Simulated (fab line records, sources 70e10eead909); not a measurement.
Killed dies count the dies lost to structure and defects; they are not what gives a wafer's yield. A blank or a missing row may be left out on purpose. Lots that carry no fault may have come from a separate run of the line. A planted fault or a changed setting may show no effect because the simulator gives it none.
Comparing a struck lot with a sound one ; flow nand_harc ; 16 out of 1302 route steps
Sound: the wafers L939.3, L939.4, L939.5. Wafers L950.1, L950.2, L950.6 were the ones struck. The cause is given at the end.
At each step with rows: each side's tool, then ch and its chambers, then its first start. Under that, the readings that differ: sound wafers ; struck wafers ; difference of the means ; sigmas: that difference in standard deviations of wafers without a fault.
alike: same words and numbers on both sides, and readings whose means sit less than 2 such deviations apart. not compared: any withheld reading, any reading some wafer has no value for, any bound like >300 that may hide the same value, and any number with overlapping values for which the record gives no deviation.
A row with sigmas, a row that says differs or no value, or rows on one side alone: a step with any of these is where the two part. Numbers that have no deviation but don't overlap get no sigmas and don't part them. A reading missing from all wafers of one side parts the sides only when that side holds two or more wafers.

first, 2 steps without rows for these wafers: NHARC_A_SOURCE_PLATE_SRD_01; NHARC_A_SOURCE_PLATE_OXIDE_02 (material SiO2, target thk 10 nm, ox time 1362 s).
NHARC_A_SOURCE_PLATE_THK_MEAS_09: measures by ellipsometry.
  sound on film_metro-02, day 9 08:01; struck on film_metro-02, day 13 23:22
  alike: thk_nm
then, 3 steps without rows for these wafers: NHARC_A_SOURCE_PLATE_PVD_04 (deposits WSi2, target thk 50 nm); NHARC_A_SOURCE_PLATE_CVD_03 (deposits poly-Si, target thk 200 nm, time 4000 s); NHARC_A_SOURCE_PLATE_ANNEAL_05 (time 1800 s).
NHARC_A_SOURCE_PLATE_THK_MEAS_06: measures by ellipsometry.
  sound on film_metro-02, day 9 21:04; struck on film_metro-01, day 14 12:19
  alike: thk_nm
NHARC_A_SOURCE_PLATE_INSPECT_08:
  sound on defect_inspect-02, day 9 21:08; struck on defect_inspect-02, day 14 12:24
  alike: raw_defect_count
then, 1 step without rows for these wafers: NHARC_A_ONON_D1_DEP_00 (target thk 1000 nm).
NHARC_A_ONON_D1_THK_MEAS_02: measures by ellipsometry.
  sound on film_metro-01, day 9 21:43; struck on film_metro-01, day 14 13:00
  alike: thk_nm
NHARC_A_ONON_D1_DEP_03: target thk 1000 nm.
  sound on pecvd_onon-03 ch 0, day 9 21:53; struck on pecvd_onon-02, day 14 13:03
  no value came back on the struck wafers for n2_flow_sccm (sccm), n2o_flow_sccm (sccm); on the sound wafers n2_flow_sccm (sccm) reads 2757 2751 2760
then, 4 steps without rows for these wafers: NHARC_A_ONON_D1_DEP_06 (target thk 1000 nm); NHARC_A_ONON_D1_DEP_09 (target thk 1000 nm); NHARC_A_ONON_D1_DEP_12 (target thk 1000 nm); NHARC_A_ONON_D1_ANNEAL_15 (time 3600 s).
-- break in the record here, with 16 days between the starts of the struck wafers on either side (left off in module A_ONON_D1, picked up again in module END, where the first step shown is number 1302 on the route) --
NHARC_END_SORT_01:
  only the struck wafers appear in the record here, on prober-02 ch 0 at day 30 18:48; the sound ones have no rows

WHERE THEY PART
At NHARC_A_ONON_D1_DEP_03 first; at NHARC_END_SORT_01 last (within this record only).

WHY: the cause the simulator had injected
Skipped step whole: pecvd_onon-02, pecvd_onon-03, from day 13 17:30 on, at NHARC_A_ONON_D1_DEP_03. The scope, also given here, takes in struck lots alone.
